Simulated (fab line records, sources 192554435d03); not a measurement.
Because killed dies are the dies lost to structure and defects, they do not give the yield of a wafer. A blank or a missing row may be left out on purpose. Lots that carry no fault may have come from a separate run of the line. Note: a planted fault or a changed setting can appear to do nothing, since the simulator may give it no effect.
Matching of chambers    flow n5-finfet    N5_BEOL_M0_CUTY_ETCH_63 on rie-diel-06 has 4 sister chambers
The step etches SOC in N2/H2, target depth 82.7 nm, overetch 16.5 nm, time 124 s. 4 wafers are shown with their chamber, then 8 later ones without.

== WAFERS, EACH WITH ITS CHAMBER ==
wafer   chamber  showerhead-plenum-p-Torr (Torr)
L085.1  0        2.63
L085.4  2        2.59
L090.1  3        2.48
L093.1  1        2.59

== WAFERS WHOSE CHAMBER IS MISSING ==
wafer   showerhead-plenum-p-Torr (Torr)
L093.5  2.62
L093.6  2.59
L095.1  2.58
L095.2  2.48
L095.4  2.58
L097.1  2.62
L097.4  2.58
L097.5  2.58

== THE CHAMBER EACH PASSED THROUGH ==
wafer   from the rows above      in truth
L093.5  0                        0
L093.6  can't be placed: 1 or 2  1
L095.1  can't be placed: 1 or 2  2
L095.2  3                        3
L095.4  can't be placed: 1 or 2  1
L097.1  0                        0
L097.4  can't be placed: 1 or 2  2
L097.5  can't be placed: 1 or 2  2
Correct placement for 3 of the 8. Unplaceable from these rows: 5, with the true chamber sitting among the candidates in 5. Number placed wrongly: 0.
How it was worked out, from the rows above alone: a wafer's distance from a chamber is the root of the sum, over the readings, of the square of ((its reading less the chamber's mean) divided by the reading's scatter). If the next closest chamber is less than 2 further off than the closest, the wafer can't be placed; otherwise it belongs to the closest. Each chamber's mean is taken over the wafers shown for it. The scatter: with one shown wafer a chamber, the root of the mean of the squares of how far each hidden wafer lies from its nearest shown one.
